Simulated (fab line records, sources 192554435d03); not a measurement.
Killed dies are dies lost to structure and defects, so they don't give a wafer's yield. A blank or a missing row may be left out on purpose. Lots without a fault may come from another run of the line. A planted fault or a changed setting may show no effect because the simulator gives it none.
fab line records | flow n5_finfet
record lots=9 wafers=25 last_day=17
route steps=1938 shown BEOL_M2@911 BEOL_M4@1111 PASSIVATION@1936
lots that met no fault: from a run of the same line without faults
start_h: hours from the record's first day to the start of the lot's first wafer shown | wait_h: hours since the lot's step before | " the same as in the row above | L1.1+2: a row that stands for several wafers | - no value, or no start given | * or withheld: withheld | < > ~ a bound
route shown NAME@n: a module of which the file shows steps, and the number in the route of the first | usual: mean/standard deviation of fault-free wafers | same: alike in all rows | chamber/n: place in a boat | sites: the reading at each site | _std_site: their standard deviation | _edge_site: outer sites' mean less inner sites' | radius_mm: how far each site lies from the wafer's centre | mask NAME#n: copy n | behind: the tool/chamber that last shaped the wafer | hold: why the lot was held/for how many hours/how that ended | device: the transistor (n, p or np) that didn't switch | end of line: the same wafers' tests at the end of the route | a step without rows: its recipe alone | killed: dies lost to structure and defects at the first sort, not the wafer's yield | map: a wafer's dies, x killed, . not, _ none there
set.NAME: the setting as run; set.NAME@STEP: as run at that earlier step | model.NAME: the simulator's own value behind a step, which no gauge read
steps of the route over a sample of lots; a table a step, a row a wafer
services: from which hour (start_h, from the record's first day; less than 0 if before it) a tool's chamber was out of use, for how many hours, and why
## steps
# step N5_BEOL_M2_ANNEAL_87
# recipe temp_c=400 time_s=240 ambient=vacuum
# usual heater_power_w=841/87
# columns lot.wafer tool chamber start_h wait_h heater_power_w
L816.1 pvd_sputter-02 - 151.23 0.0 895
L816.4 " - " " 820
L816.5 " - " " 722
L821.2 pvd_sputter-02 - 177.95 0.0 828
L821.3 " - " " 910
L822.3 pvd_sputter-02 - 184.15 0.0 717
L822.6 " - " " 826
L829.2 pvd_sputter-02 - 226.90 0.0 812
L829.5 " - " " 739
L829.6 " - " " 811
L830.1 pvd_sputter-02 - 233.79 0.0 741
L830.4 " - " " 786
L830.6 " - " " 823
L832.1 pvd_sputter-03 - 237.75 0.0 787
L832.2 " - " " 889
L832.3 " - " " 986
L835.1 pvd_sputter-03 - 269.75 0.0 900
L835.3 " - " " 801
L835.4 " - " " 986
L836.2 pvd_sputter-03 - 277.91 0.0 792
L836.4 " - " " 791
L836.5 " - " " 800
L837.1 pvd_sputter-01 - 282.57 0.0 985
L837.3 " - " " 753
L837.6 " - " " 909
# step N5_BEOL_M2_SPUTTER_90
# recipe material=Cu target_thk_a=45 temp_c=-20 chamber_pressure_pa=0.07 power_w=withheld time_s=8.29
# usual throttle_valve_pct=30.2/0.88
# columns lot.wafer tool chamber start_h wait_h throttle_valve_pct
L816.1 pvd_sputter-02 - 151.59 0.1 29.5
L816.4 " - " " 30.2
L816.5 " - " " 31.3
L821.2 pvd_sputter-02 - 178.31 0.1 30.2
L821.3 " - " " 29.7
L822.3 pvd_sputter-02 - 184.51 0.1 31.4
L822.6 " - " " 30.2
L829.2 pvd_sputter-02 - 227.26 0.1 30.3
L829.5 " - " " 29.6
L829.6 " - " " 30.4
L830.1 pvd_sputter-02 - 234.15 0.1 29.7
L830.4 " - " " 30.5
L830.6 " - " " 30.4
L832.1 pvd_sputter-03 - 238.11 0.1 30.3
L832.2 " - " " 28.7
L832.3 " - " " 30.5
L835.1 pvd_sputter-03 - 270.11 0.1 28.6
L835.3 " - " " 31.2
L835.4 " - " " 30.4
L836.2 pvd_sputter-03 - 278.27 0.1 30.4
L836.4 " - " " 31.2
L836.5 " - " " 31.0
L837.1 pvd_sputter-01 - 282.93 0.1 31.1
L837.3 " - " " 29.0
L837.6 " - " " 30.3
# step N5_BEOL_M2_CMP_52
# recipe stop_on=SiOC t_overpolish_s=6.8 down_force_psi=1 platen_rpm=50 clearing_platen_down_force_psi=1.5 clearing_platen_rpm=50 post_cmp_clean=cu_alkaline target_thk_nm=40 clearing_platen_pad_velocity_m_s=0.99484 pad_velocity_m_s=0.99484
# usual barrier_field_endpoint_s=24.6/0.57 edge_zone_pressure_frac=0.999/0.005 motor_current_A=6.5/0.6 overpolish_run_s=6.800/0.008 retaining_ring_pressure_frac=1.000/0.0049 time_to_endpoint_s=62.4/2.6
# columns lot.wafer tool chamber start_h wait_h barrier_field_endpoint_s edge_zone_pressure_frac motor_current_A overpolish_run_s retaining_ring_pressure_frac time_to_endpoint_s
L816.1 cmp-03 1 152.78 0.3 24.2 0.994 6.5 6.802 0.990 61.3
L816.4 " 2 " " 25.4 0.997 7.0 6.805 1.003 64.1
L816.5 " 1 " " 25.0 1.002 6.4 6.794 0.987 61.3
L821.2 cmp-03 1 179.53 0.3 41.1 1.008 6.7 0.038 1.003 80.8
L821.3 " 2 " " 41.2 0.995 6.7 0.027 1.000 80.8
L822.3 cmp-03 3 185.86 0.2 41.1 0.998 6.0 0.034 1.001 80.0
L822.6 " 1 " " 24.2 1.008 6.7 6.795 1.003 60.6
L829.2 cmp-04 0 228.45 0.2 24.2 1.004 5.4 6.795 1.016 64.7
L829.5 " 3 " " 25.1 0.990 6.4 6.795 1.003 62.5
L829.6 " 0 " " 24.5 1.000 5.2 6.799 1.009 64.0
L830.4 cmp-04 0 235.38 0.2 24.4 1.006 5.6 6.799 0.997 62.1
L830.1 " 1 " " 23.8 0.997 6.9 6.800 1.007 60.7
L830.6 " 2 " " 24.1 0.995 6.8 6.799 1.006 61.5
L832.3 cmp-01 3 239.35 0.2 23.7 0.995 7.0 6.786 0.999 62.2
L832.2 " 0 " " 24.7 1.005 7.6 6.809 1.001 64.6
L832.1 " 1 " " 25.1 0.988 5.3 6.794 1.002 67.2
L835.3 cmp-03 2 271.27 0.2 24.6 1.000 7.1 6.807 1.000 63.0
L835.4 " 3 " " 24.8 0.996 5.9 6.802 1.000 63.1
L835.1 " 1 " " 24.4 0.995 6.7 6.789 0.996 58.9
L836.2 cmp-01 3 280.50 1.3 24.8 0.994 7.0 6.806 1.001 58.1
L836.4 " 1 " " 25.3 1.007 5.4 6.798 1.002 67.0
L836.5 " 2 " " 25.6 1.000 6.4 6.801 0.996 62.9
L837.1 cmp-03 1 284.12 0.3 24.2 0.997 6.6 6.791 1.000 58.9
L837.3 " 2 " " 25.0 0.998 6.9 6.801 0.999 62.8
L837.6 " 1 " " 24.6 0.999 6.6 6.784 0.991 57.5
# step N5_BEOL_M2_THK_MEAS_53
# recipe thk_meas_gauge=xrf reads=Cu_of_BEOL_M2_ECD_50
# usual M2_THK=40.5/1.2
# columns lot.wafer tool chamber start_h wait_h M2_THK[nm]
L816.1 film_metro-01 - 153.03 - 42.5
L816.4 " - " " 42.2
L816.5 " - " " 40.4
L821.2 film_metro-01 - 179.75 - 145.8
L821.3 " - " " 160.9
L822.3 film_metro-02 - 186.08 - 154.1
L822.6 " - " " 38.6
L829.2 film_metro-02 - 228.71 - 41.1
L829.5 " - " " 42.0
L829.6 " - " " 39.2
L830.1 film_metro-01 - 235.60 - 41.2
L830.4 " - " " 40.8
L830.6 " - " " 41.4
L832.1 film_metro-01 - 239.64 - 41.6
L832.2 " - " " 40.4
L832.3 " - " " 40.7
L835.1 film_metro-01 - 271.56 - 41.1
L835.3 " - " " 41.1
L835.4 " - " " 41.1
L836.2 film_metro-02 - 280.76 - 39.8
L836.4 " - " " 42.1
L836.5 " - " " 41.9
L837.1 film_metro-01 - 284.38 - 39.0
L837.3 " - " " 40.1
L837.6 " - " " 39.4
# step N5_BEOL_M2_CO_CAP_55
# recipe material=Co target_thk_a=20 temp_c=200 precursor=CCTBA/H2 pressure_torr=30 time_s=102.1
# usual chamber_pressure_Torr=30.00/0.071 heater_power_w=250/23
# columns lot.wafer tool chamber start_h wait_h chamber_pressure_Torr heater_power_w
L816.1 cvd_co-01 1 153.11 0.0 29.99 231
L816.4 " 2 " " 30.04 241
L816.5 " 1 " " 29.86 235
L821.2 cvd_co-01 2 179.83 0.0 29.97 242
L821.3 " 0 " " 29.93 255
L822.3 cvd_co-02 0 186.19 0.0 29.90 212
L822.6 " 1 " " 29.88 277
L829.2 cvd_co-02 2 228.79 0.0 30.01 277
L829.5 " 2 " " 29.99 275
L829.6 " 1 " " 30.06 278
L830.1 cvd_co-01 0 235.67 0.0 30.05 258
L830.4 " 0 " " 29.97 252
L830.6 " 1 " " 30.00 232
L832.1 cvd_co-02 0 239.72 0.0 30.19 220
L832.2 " 1 " " 29.95 275
L832.3 " 2 " " 30.00 282
L835.1 cvd_co-01 1 271.64 0.0 30.09 228
L835.3 " 2 " " 29.93 244
L835.4 " 0 " " 30.02 257
L836.2 cvd_co-01 1 281.09 0.0 30.01 221
L836.4 " 2 " " 29.93 244
L836.5 " 1 " " 30.03 228
L837.1 cvd_co-02 0 284.46 0.0 29.94 210
L837.3 " 1 " " 29.87 275
L837.6 " 2 " " 30.04 279
# step N5_BEOL_M2_INSPECT_59
# recipe inspect_instrument=darkfield mode=post_dep
# usual raw_defect_count=71/26
# columns lot.wafer tool chamber start_h wait_h raw_defect_count
L816.1 defect_inspect-01 - 153.32 0.0 98
L816.4 " - " " 67
L816.5 " - " " 51
L821.2 defect_inspect-01 - 180.04 0.0 5736
L821.3 " - " " 5731
L822.3 defect_inspect-02 - 186.40 0.0 5809
L822.6 " - " " 68
L829.2 defect_inspect-01 - 229.00 0.0 135
L829.5 " - " " 113
L829.6 " - " " 82
L830.1 defect_inspect-01 - 235.88 0.0 84
L830.4 " - " " 110
L830.6 " - " " 95
L832.1 defect_inspect-01 - 239.93 0.0 83
L832.2 " - " " 65
L832.3 " - " " 72
L835.1 defect_inspect-01 - 271.85 0.0 83
L835.3 " - " " 71
L835.4 " - " " 48
L836.2 defect_inspect-02 - 281.30 0.0 52
L836.4 " - " " 38
L836.5 " - " " 61
L837.1 defect_inspect-02 - 284.67 0.0 51
L837.3 " - " " 82
L837.6 " - " " 72
# step N5_BEOL_M4_RC_MEAS_101
# usual DIBL_N=36.3/1.4 DIBL_P=36.2/1.5 IOFF_N=0.160/0.021 IOFF_P=0.211/0.027 ION_N=676/7.7 ION_P=463/5.5 SS_N=71.4/0.57 SS_P=73.3/0.58 VT_N=249.3/2.5 VT_P=-250.1/2.6
# columns lot.wafer tool chamber start_h wait_h DIBL_N[mV/V] DIBL_P[mV/V] IOFF_N[nA/um] IOFF_P[nA/um] ION_N[uA/um] ION_P[uA/um] SS_N[mV/dec] SS_P[mV/dec] VT_N[mV] VT_P[mV]
L816.1 prober-01 0 181.54 0.0 38.2 38.3 0.174 0.251 683 471 72.4 73.7 248.6 -245.4
L816.4 " 0 " " 37.7 36.9 0.154 0.215 675 464 72.0 73.3 250.5 -246.7
L816.5 " 0 " " 39.7 38.2 0.195 0.248 675 465 72.0 73.9 248.5 -249.7
L822.6 prober-01 0 215.02 0.8 36.6 34.4 0.144 0.193 665 468 70.8 72.9 248.3 -249.8
L829.2 prober-01 0 249.96 0.2 36.1 35.9 0.178 0.230 679 475 72.0 74.0 245.3 -247.7
L829.5 " 0 " " 36.5 35.2 0.171 0.226 679 467 71.3 73.6 245.6 -244.8
L829.6 " 0 " " 36.4 35.9 0.180 0.238 681 464 71.5 73.9 246.9 -247.4
L830.1 prober-02 0 260.78 0.0 35.1 33.8 0.132 0.212 677 465 70.5 72.9 249.9 -245.2
L830.4 " 0 " " 38.3 38.1 0.192 0.283 686 475 72.5 73.9 246.7 -245.0
L830.6 " 0 " " 39.6 38.9 0.220 0.301 697 480 72.0 74.3 242.6 -244.7
L832.1 prober-02 0 265.66 0.0 36.1 35.1 0.162 0.204 672 465 71.2 72.9 248.7 -249.9
L832.2 " 0 " " 36.1 34.6 0.162 0.194 681 463 71.5 73.4 248.9 -252.3
L832.3 " 0 " " 35.0 33.8 0.150 0.184 680 463 70.9 72.8 250.5 -251.6
L835.1 prober-02 0 296.92 0.0 36.2 37.0 0.155 0.210 681 465 71.0 72.6 248.7 -248.2
L835.3 " 0 " " 33.3 34.4 0.112 0.168 667 460 70.5 72.3 252.3 -251.6
L835.4 " 0 " " 35.4 36.0 0.134 0.185 676 465 71.1 72.1 250.8 -252.4
L836.2 prober-01 0 300.78 0.2 36.7 38.9 0.172 0.245 678 468 71.2 73.8 248.6 -249.6
L836.4 " 0 " " 34.1 35.2 0.128 0.191 662 462 70.9 72.5 250.9 -248.4
L836.5 " 0 " " 34.5 36.2 0.141 0.199 671 461 70.6 73.5 251.8 -251.2
L837.1 prober-01 0 308.31 0.0 36.9 37.2 0.179 0.233 680 468 71.7 73.4 249.0 -246.6
L837.3 " 0 " " 36.1 36.4 0.162 0.231 683 469 71.4 74.0 249.9 -250.1
L837.6 " 0 " " 37.2 37.9 0.189 0.242 687 471 72.7 74.3 247.6 -248.8
# step N5_PASSIVATION_PROBE_49
# usual defect_limited_yield=91.3/1.4 killed_at_M0_to_M3=34/10 killed_at_M4_up=13/4.8 killed_at_contacts=12/6.1 killed_at_front_end=40/11 killed_at_other=3.7/2.8 killed_dies=103/16 killed_on_rim=13/3.6 killed_open=67/12 killed_short=34/7.4 sort_bin_5_function=5.1/0.95 sort_bin_6_memory=3.2/0.62 sort_n_pass=1077/16 sort_yield_pct=91.3/1.4
# same gross_dies=1180 killed_at_back_side=0 sort_bin_4_leakage[%]=0 sort_bin_8_speed[%]=0
# columns lot.wafer tool chamber start_h wait_h defect_limited_yield[%] killed_at_M0_to_M3 killed_at_M4_up killed_at_contacts killed_at_front_end killed_at_other killed_dies killed_on_rim killed_open killed_short sort_bin_5_function[%] sort_bin_6_memory[%] sort_n_pass sort_yield_pct[%]
L816.1 prober-01 - 284.83 0.0 86.0 46 20 36 57 6 165 21 106 59 8.6 5.2 1015 86.0
L816.4 prober-01 - 284.98 0.2 90.2 54 11 16 32 3 116 9 75 37 5.9 3.2 1064 90.2
L816.5 prober-01 - 285.03 0.2 91.3 45 10 13 27 8 103 15 71 32 4.9 3.6 1077 91.3
L821.2 prober-01 - 307.19 0.1 0 1120 12 4 41 3 1180 152 71 52 6.3 3.9 0 0
L821.3 prober-01 - 307.24 0.1 0 1106 12 14 46 2 1180 152 66 36 5.1 3.5 0 0
L822.3 prober-02 - 315.84 0.1 0 1110 11 14 36 9 1180 152 70 34 5.5 3.1 0 0
L822.6 prober-02 - 315.99 0.3 90.5 49 13 15 30 5 112 9 73 39 5.7 3.4 1068 90.5
L829.2 prober-02 - 361.02 0.1 93.6 32 10 10 21 2 75 12 53 21 4.0 2.1 1105 93.6
L829.5 prober-02 - 361.17 0.2 94.2 17 6 10 35 0 68 9 44 22 3.4 2.2 1112 94.2
L829.6 prober-02 - 361.22 0.3 92.6 28 11 12 35 1 87 13 59 28 4.3 3.0 1093 92.6
# killed by level:class
L816.1 MOL_CONTACT_COAG:geometric_particle:open=31 FIN_SAQP:geometric_particle:short=18 BEOL_M0_SAQP:geometric_particle:open=16 BEOL_M0_SAQP:geometric_particle:short=11 FIN_SAQP:geometric_particle:open=10 BEOL_M4:geometric_particle:open=8 BEOL_M3:geometric_particle:open=7 MOL_CONTACT_COAG:geometric_particle:short=5
L816.4 BEOL_M0_SAQP:geometric_particle:short=14 BEOL_M0_SAQP:geometric_particle:open=14 FIN_SAQP:geometric_particle:open=11 MOL_CONTACT_COAG:geometric_particle:open=11 BEOL_M2:geometric_particle:open=9 BEOL_M1:geometric_particle:open=7 MOL_CONTACT_COAG:geometric_particle:short=5 BEOL_M0:geometric_particle:open=4
L816.5 BEOL_M2:geometric_particle:open=13 MOL_CONTACT_COAG:geometric_particle:open=12 BEOL_M0_SAQP:geometric_particle:open=9 BEOL_M0_SAQP:geometric_particle:short=8 BEOL_M1:geometric_particle:open=7 FIN_SAQP:geometric_particle:open=6 FIN_SAQP:geometric_particle:short=4 STARTING-WAFER:geometric_particle:short=4
L821.2 BEOL_M2:area_cmp=1056 BEOL_M0_SAQP:geometric_particle:open=14 FIN_SAQP:geometric_particle:short=13 BEOL_M0_SAQP:geometric_particle:short=12 BEOL_M1:geometric_particle:open=9 BEOL_M0:geometric_particle:open=8 BEOL_M4:geometric_particle:open=6 STI_FIN_REVEAL:geometric_particle:open=5
L821.3 BEOL_M2:area_cmp=1078 STI_FIN_REVEAL:geometric_particle:open=11 BEOL_M1:geometric_particle:open=9 MOL_CONTACT_COAG:geometric_particle:open=8 BEOL_M4:geometric_particle:open=7 FIN_SAQP:geometric_particle:short=6 MOL_CONTACT_COAG:geometric_particle:short=6 BEOL_M0:geometric_particle:open=6
L822.3 BEOL_M2:area_cmp=1076 STI_FIN_REVEAL:geometric_particle:open=13 MOL_CONTACT_COAG:geometric_particle:open=12 BEOL_M0_SAQP:geometric_particle:open=12 BEOL_M0_SAQP:geometric_particle:short=7 BEOL_M3:geometric_particle:open=7 STI_FIN_REVEAL:geometric_particle:short=5 MIM_TOP_ETCH:geometric_particle:open=5
L822.6 BEOL_M0_SAQP:geometric_particle:short=18 BEOL_M0_SAQP:geometric_particle:open=15 MOL_CONTACT_COAG:geometric_particle:open=12 BEOL_M3:geometric_particle:open=9 FIN_SAQP:geometric_particle:open=5 ILD0:geometric_particle:open=5 BEOL_M1:geometric_particle:open=4 BEOL_M4:geometric_particle:open=4
L829.2 MOL_CONTACT_COAG:geometric_particle:open=10 BEOL_M2:geometric_particle:open=6 BEOL_M0_SAQP:geometric_particle:open=5 BEOL_M1:geometric_particle:open=5 FIN_SAQP:geometric_particle:open=4 DUMMY_GATE:geometric_particle:open=4 BEOL_M0_SAQP:geometric_particle:short=4 BEOL_M3:geometric_particle:open=4
L829.5 MOL_CONTACT_COAG:geometric_particle:open=8 FIN_SAQP:geometric_particle:open=7 FIN_SAQP:geometric_particle:short=6 STI_FIN_REVEAL:geometric_particle:open=6 BEOL_M0_SAQP:geometric_particle:open=6 BEOL_M1:geometric_particle:open=5 STARTING-WAFER:geometric_particle:short=5 DUMMY_GATE:geometric_particle:open=4
L829.6 STI_FIN_REVEAL:geometric_particle:open=8 BEOL_M1:geometric_particle:open=8 MOL_CONTACT_COAG:geometric_particle:short=6 MOL_CONTACT_COAG:geometric_particle:open=6 STARTING-WAFER:geometric_particle:open=6 BEOL_M2:geometric_particle:open=5 BEOL_M3:geometric_particle:open=5 FIN_SAQP:geometric_particle:open=4
## services
# columns tool chamber start_h hours kind
cmp-01 - 140.30 2.7 repair
cmp-03 - 148.96 0.9 repair
pvd_sputter-02 - 153.37 1.0 repair
cmp-01 - 157.30 1.3 repair
cmp-04 - 159.52 1.4 repair
pvd_sputter-03 - 169.70 3.3 repair
cmp-04 - 171.25 1.6 repair
cmp-04 - 189.08 0.5 repair
cvd_co-02 - 191.70 1.9 repair
cmp-03 - 193.33 4.0 pm
cmp-03 - 197.33 - consumable_replace:conditioner
cmp-03 - 197.33 - consumable_replace:pad
cmp-03 - 197.70 1.8 repair
cmp-03 - 200.88 9.4 pm
cmp-04 - 200.94 6.7 repair
cmp-03 - 214.96 4.3 pm
cmp-03 - 223.26 2.5 repair
cmp-01 - 240.96 2.3 repair
cmp-01 - 251.52 6.1 repair
cvd_co-01 - 263.62 0.5 repair
cvd_co-01 - 273.90 6.9 pm
cvd_co-02 1 278.12 4.1 repair
cmp-03 - 281.72 1.9 repair
## key
first_sign step=N5_BEOL_M2_CMP_52 reading=overpolish_run_s direction=down sigmas=99+ usual=6.800 struck=0.033
effect step=N5_BEOL_M2_CMP_52 reading=barrier_field_endpoint_s direction=up sigmas=29 usual=24.6 struck=41.1
effect step=N5_BEOL_M2_THK_MEAS_53 reading=M2_THK direction=up sigmas=97 usual=40.5 struck=153.6
effect step=N5_BEOL_M2_INSPECT_59 reading=raw_defect_count direction=up sigmas=99+ usual=71 struck=5759
effect step=N5_PASSIVATION_PROBE_49 reading=killed_at_M0_to_M3 direction=up sigmas=99+ usual=34 struck=1112
more_kills_born_at N5_BEOL_M2_CMP_52@cmp-03=3210
met_at N5_BEOL_M2_CMP_52
struck_lots L821,L822
struck_wafers L821.2,L821.3,L822.3
later_rows_left_out L821.2,L821.3,L822.3
not_acting_at N5_BEOL_M2_ANNEAL_87,N5_BEOL_M2_SPUTTER_90,N5_BEOL_M2_CO_CAP_55
onset_between 152.78 179.53
fault kind=process_parameter_drift tool=cmp-03 chamber=- onset_h=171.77 steps=N5_BEOL_M2_CMP_52 channel=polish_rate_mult offset=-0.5 shape=step end_h=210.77 scope=struck_wafers_only
# later_rows_left_out: the simulator's readings of these wafers behind a module that went badly wrong aren't trusted and aren't shown, but for the sort
